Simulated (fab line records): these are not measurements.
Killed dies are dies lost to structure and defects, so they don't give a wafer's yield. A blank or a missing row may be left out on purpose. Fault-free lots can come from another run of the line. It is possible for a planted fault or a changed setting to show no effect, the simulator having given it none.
Chamber matching || flow nand harc || rie diel-03 running NHARC_A_CONTACT_ETCH_102: 4 sister chambers
The step etches the open film in CF4/O2, target depth 70 nm, overetch 7 nm, time 38.5 s. 15 wafers are shown with their chamber, then 7 later ones without.

EACH WAFER AND ITS CHAMBER
{"wafer": "L694.1", "chamber": 3, "drypump motor current A (A)": 5.8, "showerhead plenum p Torr (Torr)": 1.27, "run length s (s)": 60.6}
{"wafer": "L694.3", "chamber": 0, "drypump motor current A (A)": 5.1, "showerhead plenum p Torr (Torr)": 1.30, "run length s (s)": 60.0}
{"wafer": "L694.4", "chamber": 1, "drypump motor current A (A)": 5.4, "showerhead plenum p Torr (Torr)": 1.37, "run length s (s)": 60.7}
{"wafer": "L693.1", "chamber": 1, "drypump motor current A (A)": 5.4, "showerhead plenum p Torr (Torr)": 1.37, "run length s (s)": 60.5}
{"wafer": "L693.5", "chamber": 1, "drypump motor current A (A)": 5.4, "showerhead plenum p Torr (Torr)": 1.37, "run length s (s)": 60.5}
{"wafer": "L693.6", "chamber": 2, "drypump motor current A (A)": 6.2, "showerhead plenum p Torr (Torr)": 1.24, "run length s (s)": 59.2}
{"wafer": "L698.1", "chamber": 3, "drypump motor current A (A)": 5.7, "showerhead plenum p Torr (Torr)": 1.27, "run length s (s)": 60.5}
{"wafer": "L698.2", "chamber": 0, "drypump motor current A (A)": 5.1, "showerhead plenum p Torr (Torr)": 1.30, "run length s (s)": 60.2}
{"wafer": "L698.3", "chamber": 2, "drypump motor current A (A)": 6.2, "showerhead plenum p Torr (Torr)": 1.24, "run length s (s)": 59.4}
{"wafer": "L702.2", "chamber": 0, "drypump motor current A (A)": 5.1, "showerhead plenum p Torr (Torr)": 1.30, "run length s (s)": 60.1}
{"wafer": "L702.3", "chamber": 1, "drypump motor current A (A)": 5.4, "showerhead plenum p Torr (Torr)": 1.36, "run length s (s)": 60.7}
{"wafer": "L702.6", "chamber": 2, "drypump motor current A (A)": 6.2, "showerhead plenum p Torr (Torr)": 1.24, "run length s (s)": 59.3}
{"wafer": "L701.1", "chamber": 0, "drypump motor current A (A)": 5.1, "showerhead plenum p Torr (Torr)": 1.30, "run length s (s)": 60.2}
{"wafer": "L701.3", "chamber": 1, "drypump motor current A (A)": 5.4, "showerhead plenum p Torr (Torr)": 1.36, "run length s (s)": 60.2}
{"wafer": "L701.5", "chamber": 3, "drypump motor current A (A)": 5.7, "showerhead plenum p Torr (Torr)": 1.26, "run length s (s)": 60.5}

SIGNATURES (means of the wafers above)
{"reading": "drypump motor current A", "chamber 0": 5.100, "chamber 1": 5.400, "chamber 2": 6.200, "chamber 3": 5.733, "scatter within a chamber": 0.0246}
{"reading": "showerhead plenum p Torr", "chamber 0": 1.3000, "chamber 1": 1.3660, "chamber 2": 1.2400, "chamber 3": 1.2667, "scatter within a chamber": 0.00412}
{"reading": "run length s", "chamber 0": 60.125, "chamber 1": 60.520, "chamber 2": 59.300, "chamber 3": 60.533, "scatter within a chamber": 0.142}
Rule: a wafer's distance from a chamber is the root of the sum, over the readings, of the square of ((its reading less the chamber's mean) divided by the reading's scatter). The wafer belongs to the nearest chamber; if the next one is less than 2 further off, it can't be placed. The scatter: the root of (the sum of the squares of (reading less its chamber's mean) over the shown wafers, divided by (wafers less chambers)).

WAFERS WITH NO CHAMBER GIVEN
{"wafer": "L700.3", "drypump motor current A (A)": 5.1, "showerhead plenum p Torr (Torr)": 1.30, "run length s (s)": 60.1}
{"wafer": "L700.4", "drypump motor current A (A)": 6.2, "showerhead plenum p Torr (Torr)": 1.24, "run length s (s)": 59.8}
{"wafer": "L700.5", "drypump motor current A (A)": 6.2, "showerhead plenum p Torr (Torr)": 1.24, "run length s (s)": 59.3}
{"wafer": "L709.4", "drypump motor current A (A)": 5.8, "showerhead plenum p Torr (Torr)": 1.26, "run length s (s)": 60.4}
{"wafer": "L709.6", "drypump motor current A (A)": 5.4, "showerhead plenum p Torr (Torr)": 1.36, "run length s (s)": 60.0}
{"wafer": "L713.4", "drypump motor current A (A)": 5.4, "showerhead plenum p Torr (Torr)": 1.36, "run length s (s)": 60.3}
{"wafer": "L713.6", "drypump motor current A (A)": 5.4, "showerhead plenum p Torr (Torr)": 1.36, "run length s (s)": 60.3}

WHICH CHAMBER EACH WENT THROUGH
{"wafer": "L700.3", "from the rows above": 0, "in truth": 0}
{"wafer": "L700.4", "from the rows above": 2, "in truth": 2}
{"wafer": "L700.5", "from the rows above": 2, "in truth": 2}
{"wafer": "L709.4", "from the rows above": 3, "in truth": 3}
{"wafer": "L709.6", "from the rows above": 1, "in truth": 1}
{"wafer": "L713.4", "from the rows above": 1, "in truth": 1}
{"wafer": "L713.6", "from the rows above": 1, "in truth": 1}
Placed correctly: 7 of 7. Number that these rows cannot place: 0. Wrongly placed: 0.
